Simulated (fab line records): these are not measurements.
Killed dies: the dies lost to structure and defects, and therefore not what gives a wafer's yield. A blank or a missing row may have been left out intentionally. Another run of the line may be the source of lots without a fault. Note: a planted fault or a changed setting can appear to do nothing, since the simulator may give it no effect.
Chamber matching -- flow n5-finfet -- N5_MOL_CONTACT_COAG_VIA_ETCH_46 on rie-diel-02: 4 sister chambers
The step etches SiO2 in C4F6/O2, target depth 46 nm, overetch 9.2 nm, time 40 s. 8 wafers are shown with their chamber, then 8 later ones without.

== EACH WAFER AND ITS CHAMBER ==
wafer,chamber,drypump-motor-current-A (A),rf-vpp-V (V)
L081.3,0,6.4,1633
L081.5,3,6.4,1587
L083.1,1,6.2,1607
L083.4,3,6.3,1588
L087.1,0,6.4,1631
L087.2,1,6.2,1609
L087.3,2,6.0,1623
L089.3,2,6.0,1623

== WAFERS MISSING THEIR CHAMBER ==
wafer,drypump-motor-current-A (A),rf-vpp-V (V)
L089.5,6.0,1621
L089.6,6.2,1608
L091.1,6.2,1607
L091.2,6.4,1632
L091.3,6.0,1622
L097.1,6.0,1622
L097.3,6.4,1633
L097.6,6.4,1631

== THE CHAMBER EACH PASSED THROUGH ==
wafer,from the rows above,in truth
L089.5,2,2
L089.6,1,1
L091.1,1,1
L091.2,0,0
L091.3,2,2
L097.1,2,2
L097.3,0,0
L097.6,0,0
Placed correctly: 8 of 8. Can't be placed from these rows: 0. Number placed wrongly: 0.
How it was worked out, from the rows above alone: a wafer's distance from a chamber is the root of the sum, over the readings, of the square of ((its reading less the chamber's mean) divided by the reading's scatter). If the next closest chamber is less than 2 further off than the closest, the wafer can't be placed; otherwise it belongs to the closest. A chamber's mean is the mean of its shown wafers. The scatter: the root of (the sum of the squares of (reading less its chamber's mean) over the shown wafers, divided by (wafers less chambers)).
